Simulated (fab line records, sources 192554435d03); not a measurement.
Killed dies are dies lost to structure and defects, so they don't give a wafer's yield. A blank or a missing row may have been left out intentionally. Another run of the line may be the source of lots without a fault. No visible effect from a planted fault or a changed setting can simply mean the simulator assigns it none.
Chamber matching | flow n5 finfet | N5_BEOL_M0_SAQP_ETCH_106 on rie diel-02 has 4 sister chambers
The step etches SOC in N2/H2, stops on SiNx, target depth 150 nm. 8 wafers are shown with their chamber, then 8 later ones without.

## WAFERS PAIRED WITH THEIR CHAMBERS
wafer  | chamber | drypump motor current A (A) | showerhead plenum p Torr (Torr)
L075.3 | 0       | 5.2                         | 2.58
L075.5 | 0       | 5.2                         | 2.58
L081.6 | 3       | 5.7                         | 2.49
L088.4 | 3       | 5.6                         | 2.48
L090.1 | 1       | 6.0                         | 2.56
L090.3 | 2       | 6.2                         | 2.47
L090.5 | 2       | 6.2                         | 2.47
L092.1 | 1       | 5.9                         | 2.56

## WAFERS MISSING THEIR CHAMBER
wafer  | drypump motor current A (A) | showerhead plenum p Torr (Torr)
L092.3 | 5.2                         | 2.57
L092.6 | 5.2                         | 2.57
L095.1 | 6.0                         | 2.56
L095.2 | 5.2                         | 2.57
L095.3 | 6.2                         | 2.47
L095.4 | 5.6                         | 2.48
L095.5 | 5.9                         | 2.55
L095.6 | 5.2                         | 2.57

## WHICH CHAMBER EACH ONE RAN IN
wafer  | from the rows above | in truth
L092.3 | 0                   | 0
L092.6 | 0                   | 0
L095.1 | 1                   | 1
L095.2 | 0                   | 0
L095.3 | 2                   | 2
L095.4 | 3                   | 3
L095.5 | 1                   | 1
L095.6 | 0                   | 0
Correctly placed: 8 of 8. Left unplaced by these rows: 0. Number placed wrongly: 0.
How it was worked out, from the rows above alone: a wafer's distance from a chamber is the root of the sum, over the readings, of the square of ((its reading less the chamber's mean) divided by the reading's scatter). If the next closest chamber is less than 2 further off than the closest, the wafer can't be placed; otherwise it belongs to the closest. Each chamber's mean is taken over the wafers shown for it. How the scatter is found: for the shown wafers, subtract from each reading the mean of its chamber, square and add these, divide the total by (wafers less chambers), then take the root.
